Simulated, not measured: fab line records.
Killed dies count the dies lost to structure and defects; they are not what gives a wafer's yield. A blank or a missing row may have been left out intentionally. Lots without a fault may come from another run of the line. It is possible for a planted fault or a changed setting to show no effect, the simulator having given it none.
Lot-split experiment -- flow n5-finfet -- on a route of 1938 steps: 7 lots, 21 wafers read

## ABOUT THE SPLIT
At N5_BEOL_M11_HM_DEP_02 (deposits TiN, target thk 20 nm), the setting target-thk-a was moved away from the recipe's 200 angstrom on 8 of the 21 wafers read, by -11.2% to +8.9%. This setting was run at the recipe's value on the other wafers.

## FROM THE SPLIT TO THE READING: what the file shows between them, 8 steps
- N5_BEOL_M11_COAT_59: time 60 s, resist thk 100 nm
- N5_BEOL_M11_COAT_60: time 60 s, resist thk 30 nm
- N5_BEOL_M11_STRIP_68: strips in N2/H2
- N5_BEOL_M11_STRIP_67: strips in CF4
- N5_BEOL_M11_HM_OPEN_17: chemistry Cl2/BCl3, target TiN, target depth 20 nm, overetch 6 nm
- N5_BEOL_M11_STRIP_19: strips in O2
- N5_BEOL_M11_STRIP_73: strips in C4F6/O2
- N5_BEOL_M11_STRIP_36: strips in N2/H2

## THE READING
TiN_of_BEOL_M11_HM_DEP_02.thk-nm (the simulator's own value, which no gauge read), in nm, at N5_BEOL_M11_TRENCH_ETCH_37 (etches SiCOH lowk in C4F6/O2, target depth 148.83 nm, time 48 s). No usual value for it is given in the file. Across the 13 wafers here that went through the recipe, the average is 15.9 nm and the standard deviation 0.31 nm.

wafer,"tool, chamber at the split","target-thk-a as run, angstrom",against the recipe,"TiN_of_BEOL_M11_HM_DEP_02.thk-nm, nm",against lot-mates on the recipe
L078.2,"pvd-sputter-01, -",200,recipe,16,-
L078.4,"pvd-sputter-01, -",200,recipe,15.6,-
L078.6,"pvd-sputter-01, -",200,recipe,15.6,-
L081.2,"pvd-sputter-02, -",192.6,-3.7%,15.6,-1.0
L081.3,"pvd-sputter-02, -",192.6,-3.7%,15.6,-1.0
L081.4,"pvd-sputter-02, -",200,recipe,16.6,-
L083.2,"pvd-sputter-03, -",200,recipe,15.8,-
L083.4,"pvd-sputter-03, -",200,recipe,15.8,-
L083.5,"pvd-sputter-03, -",217.8,+8.9%,17.4,+1.6
L085.1,"pvd-sputter-02, -",188.6,-5.7%,15,-1.0
L085.2,"pvd-sputter-02, -",200,recipe,16,-
L085.3,"pvd-sputter-02, -",200,recipe,16,-
L089.1,"pvd-sputter-02, -",213.2,+6.6%,17.4,+1.2
L089.5,"pvd-sputter-02, -",213.2,+6.6%,17.4,+1.2
L089.3,"pvd-sputter-02, -",200,recipe,16.2,-
L092.1,"pvd-sputter-01, -",200,recipe,15.8,-
L092.3,"pvd-sputter-01, -",200,recipe,15.6,-
L092.6,"pvd-sputter-01, -",200,recipe,15.6,-
L095.3,"pvd-sputter-01, -",200,recipe,16.4,-
L095.5,"pvd-sputter-01, -",177.6,-11.2%,13.8,-2.6
L095.6,"pvd-sputter-01, -",177.6,-11.2%,14,-2.4

FIT RESULTS
A straight line over all 21 wafers: TiN_of_BEOL_M11_HM_DEP_02.thk-nm changes by +0.181 nm for each +1% of target-thk-a; r = +0.95; the points scatter about the line by 0.29 nm.
The same after taking each lot's own level away (the mean of its wafers on the recipe; 21 wafers): +0.206 nm for each +1%; r = +0.99; scatter 0.15 nm.
The reading moves by 2.3 nm for the largest change in target-thk-a, on that fit.
Across the lots, their own levels run from 15.67 to 16.60 nm, a range of 3.0 times the standard deviation given above.
Thus the slope moves with the lot-to-lot level: the two fits are different.
Check: for one of the wafers moved furthest among these (-11.2%), held out of the fit, the line's prediction against its lot-mates is -2.28 nm. Against them it came out at -2.6 nm.

## THE WHOLE CHAIN: every reading that the file lists as answering this split, in the file's order
step,what it does,reading,change (the file's fit),r (the file's)
N5_BEOL_M11_HM_DEP_02,"deposits TiN, target thk 20 nm","TiN_of_BEOL_M11_HM_DEP_02.thk-nm (the simulator's own value, which no gauge read)",+0.191 nm for each +1% of the setting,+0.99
N5_BEOL_M11_HM_OPEN_17,"chemistry Cl2/BCl3, target TiN, target depth 20 nm, overetch 6 nm","etch.depth-nm (the simulator's own value, which no gauge read)",+0.196 nm for each +1% of the setting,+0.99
N5_BEOL_M11_TRENCH_ETCH_37,"etches SiCOH lowk in C4F6/O2, target depth 148.83 nm, time 48 s","TiN_of_BEOL_M11_HM_DEP_02.thk-nm (the simulator's own value, which no gauge read)",+0.202 nm for each +1% of the setting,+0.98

## FILE'S OWN FIT
TiN_of_BEOL_M11_HM_DEP_02.thk-nm changes by +0.202 nm for each +1% of target-thk-a, r = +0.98.
